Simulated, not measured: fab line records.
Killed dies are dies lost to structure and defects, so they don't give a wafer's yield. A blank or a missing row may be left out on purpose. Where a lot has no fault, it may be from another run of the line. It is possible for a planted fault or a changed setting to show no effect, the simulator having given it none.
Comparing a struck lot with a sound one | flow nand harc | 15 steps out of a route of 1302
Sound: these wafers, L965.1, L965.2, L965.3. Struck: wafer L974.5; the same lot's L974.6 was not struck, so it is left out; see the end for the cause.
For every step that has rows: the tool of each side, followed by ch and its chambers, followed by its first start. Under that, the readings that differ: sound wafers | struck wafers | difference of the means | sigmas: that difference in standard deviations of wafers without a fault.
alike: same words and numbers on both sides, and readings whose means sit less than 2 such deviations apart. not compared: any withheld reading, any reading some wafer has no value for, any bound like >300 that may hide the same value, and any number with overlapping values for which the record gives no deviation.
A row with sigmas, a row that says differs or no value, or rows on one side alone: a step with any of these is where the two part. Non-overlapping numbers with no deviation appear without sigmas and do not part them. A reading that every wafer of one side lacks parts them only if that side has two wafers or more.

first, 7 steps without rows for these wafers: NHARC_P_STI_COAT_41 (time 65 s); NHARC_P_STI_COAT_03 (resist thk 600 nm); NHARC_P_STI_SOFTBAKE_04 (time 70 s); NHARC_P_STI_EBR_05; NHARC_P_STI_EXPOSE_06 (exposes mask P STI, target cd 200 nm); NHARC_P_STI_PEB_07 (peb time 80 s); NHARC_P_STI_DEVELOP_08 (time 50 s).
NHARC_P_STI_CD_MEAS_09: the cd target is 200 nm.
  sound on cd sem-01 ch 0, day 5 16:29; struck on cd sem-03 ch 0, day 9 10:17
  alike: cd nm
NHARC_P_STI_OVL_MEAS_10:
  sound on overlay-02 at day 5 16:34; struck on overlay-01 at day 9 10:22
  alike: overlay x nm, overlay y nm
NHARC_P_STI_INSPECT_11:
  sound on defect inspect-01 at day 5 16:37; struck on defect inspect-01 at day 9 10:24
  alike: raw defect count
then, 1 step without rows for these wafers: NHARC_P_STI_HARDBAKE_13 (time 65 s).
NHARC_P_STI_DESCUM_14: chemistry O2, time 3 s.
  sound on rie diel-10 ch 1,2,3, day 5 16:44; struck on rie diel-07 ch 3, day 9 10:34
  alike: chamber pressure mTorr, drypump motor current A, oes product au, rf vpp V, showerhead plenum p Torr, throttle valve pct
  not compared: rf hours counter h
NHARC_P_STI_ETCH_42: etches the open film in N2/H2, target depth 80 nm, overetch 24 nm, time 61 s.
  sound on rie diel-10 ch 0,1,3, day 5 16:50; struck on rie diel-07 ch 0, day 9 10:38
  reading                | sound                | struck | difference | sigmas
  oes product au (a.u.)  | 1.007 1.021 0.993    | 0.861  | -0.146     | -12
  throttle valve pct (%) | 14.184 14.174 14.182 | 14.200 | +0.020     | +2
  alike: chamber pressure mTorr, drypump motor current A, rf vpp V, showerhead plenum p Torr
  not compared: rf hours counter h
NHARC_P_STI_ETCH_31: etches the open film in CF4/CHF3, target depth 108.9 nm, time 54.5 s.
  sound: rie diel-10 ch 1,2,3; struck: rie diel-07 ch 2
  reading                     | sound       | struck | difference | sigmas
  drypump motor current A (A) | 5.9 5.5 5.4 | 6.6    | +1.0       | +3
  alike: chamber pressure mTorr, oes product au, rf vpp V, showerhead plenum p Torr, throttle valve pct
  not compared: rf hours counter h
then, 1 step without rows for these wafers: NHARC_END_SORT_01.

== WHERE THEY PART ==
First at NHARC_P_STI_ETCH_42; last, within this record, at NHARC_P_STI_ETCH_31.

WHY: whatever the simulator had introduced
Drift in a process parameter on rie diel-07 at NHARC_P_STI_ETCH_42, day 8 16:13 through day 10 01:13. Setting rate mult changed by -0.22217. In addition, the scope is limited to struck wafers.
